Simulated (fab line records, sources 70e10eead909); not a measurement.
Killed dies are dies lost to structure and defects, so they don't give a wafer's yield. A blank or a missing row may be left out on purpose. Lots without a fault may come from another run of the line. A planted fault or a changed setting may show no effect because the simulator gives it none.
Chamber matching | flow nand_harc | NHARC_A_CONTACT_ETCH_31 on rie_diel-11: 4 sister chambers
The step etches the open film in O2/COS, target depth 2800 nm, time 728 s. 4 wafers are shown with their chamber, then 7 later ones without.

WAFERS WITH THEIR CHAMBER
wafer  | chamber | showerhead_plenum_p_Torr (Torr)
L472.5 | 2       | 2.99
L472.6 | 3       | 3.03
L473.1 | 1       | 3.07
L473.2 | 0       | 2.91

WAFERS WITHOUT THEIR CHAMBER
wafer  | showerhead_plenum_p_Torr (Torr)
L473.4 | 3.02
L474.1 | 3.07
L474.3 | 2.91
L474.4 | 3.02
L476.3 | 3.07
L476.4 | 3.02
L476.5 | 2.90

WHICH CHAMBER EACH WENT THROUGH
wafer  | from the rows above | in truth
L473.4 | 3                   | 3
L474.1 | 1                   | 1
L474.3 | 0                   | 0
L474.4 | 3                   | 3
L476.3 | 1                   | 1
L476.4 | 3                   | 3
L476.5 | 0                   | 0
Placed correctly: 7 of 7. Can't be placed from these rows: 0. Placed wrongly: 0.
How it was worked out, from the rows above alone: a wafer's distance from a chamber is the root of the sum, over the readings, of the square of ((its reading less the chamber's mean) divided by the reading's scatter). The wafer belongs to the nearest chamber; if the next one is less than 2 further off, it can't be placed. A chamber's mean is the mean of its shown wafers. The scatter: with one shown wafer a chamber, the root of the mean of the squares of how far each hidden wafer lies from its nearest shown one.
